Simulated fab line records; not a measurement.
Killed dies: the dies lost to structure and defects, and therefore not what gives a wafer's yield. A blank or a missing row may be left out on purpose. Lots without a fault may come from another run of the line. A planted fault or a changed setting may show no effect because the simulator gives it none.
Matching of chambers	flow nand_harc	NHARC_P_GATE_ETCH_104 on rie_diel-03 has 4 sister chambers
The step etches the open film in CF4/CHF3, target depth 60 nm. 14 wafers are shown with their chamber, then 7 later ones without.

== WAFERS, EACH WITH ITS CHAMBER ==
wafer	chamber	drypump_motor_current_A (A)	rf_vpp_V (V)	throttle_valve_pct (%)
L078.2	0	6.3	367.5	16.798
L078.3	3	5.3	369.9	16.790
L078.6	2	5.6	367.6	16.802
L079.1	0	6.4	366.6	16.788
L079.2	1	6.5	369.3	16.793
L079.6	2	5.6	369.0	16.816
L081.1	3	5.3	370.9	16.793
L081.4	1	6.5	368.1	16.788
L081.6	3	5.3	370.0	16.804
L082.2	1	6.4	367.9	16.825
L082.5	1	6.4	369.8	16.802
L082.6	0	6.3	367.5	16.800
L083.2	3	5.3	368.2	16.798
L083.4	2	5.6	369.0	16.819

SIGNATURES (means of the wafers above)
reading	chamber 0	chamber 1	chamber 2	chamber 3	scatter within a chamber
drypump_motor_current_A	6.333	6.450	5.600	5.300	0.0408
rf_vpp_V	367.200	368.775	368.533	369.750	0.906
throttle_valve_pct	16.79533	16.80200	16.81233	16.79625	0.0108
Rule: a wafer's distance from a chamber is the root of the sum, over the readings, of the square of ((its reading less the chamber's mean) divided by the reading's scatter). If the next closest chamber is less than 2 further off than the closest, the wafer can't be placed; otherwise it belongs to the closest. How the scatter is found: for the shown wafers, subtract from each reading the mean of its chamber, square and add these, divide the total by (wafers less chambers), then take the root.

== WAFERS WITHOUT THEIR CHAMBER ==
wafer	drypump_motor_current_A (A)	rf_vpp_V (V)	throttle_valve_pct (%)
L083.6	5.6	368.8	16.810
L087.2	5.3	369.0	16.806
L087.3	5.6	367.8	16.793
L087.4	6.4	368.2	16.805
L090.1	6.4	368.0	16.814
L090.4	6.3	367.2	16.798
L090.6	6.4	369.3	16.796

== EACH ONE'S CHAMBER ==
wafer	from the rows above	in truth
L083.6	2	2
L087.2	3	3
L087.3	2	2
L087.4	can't be placed: 1 or 0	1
L090.1	can't be placed: 1 or 0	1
L090.4	0	0
L090.6	can't be placed: 1 or 0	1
Correctly placed: 4 of 7. Cannot be placed on the basis of these rows: 3; the candidates contain the true chamber in 3. 0 placed wrongly.
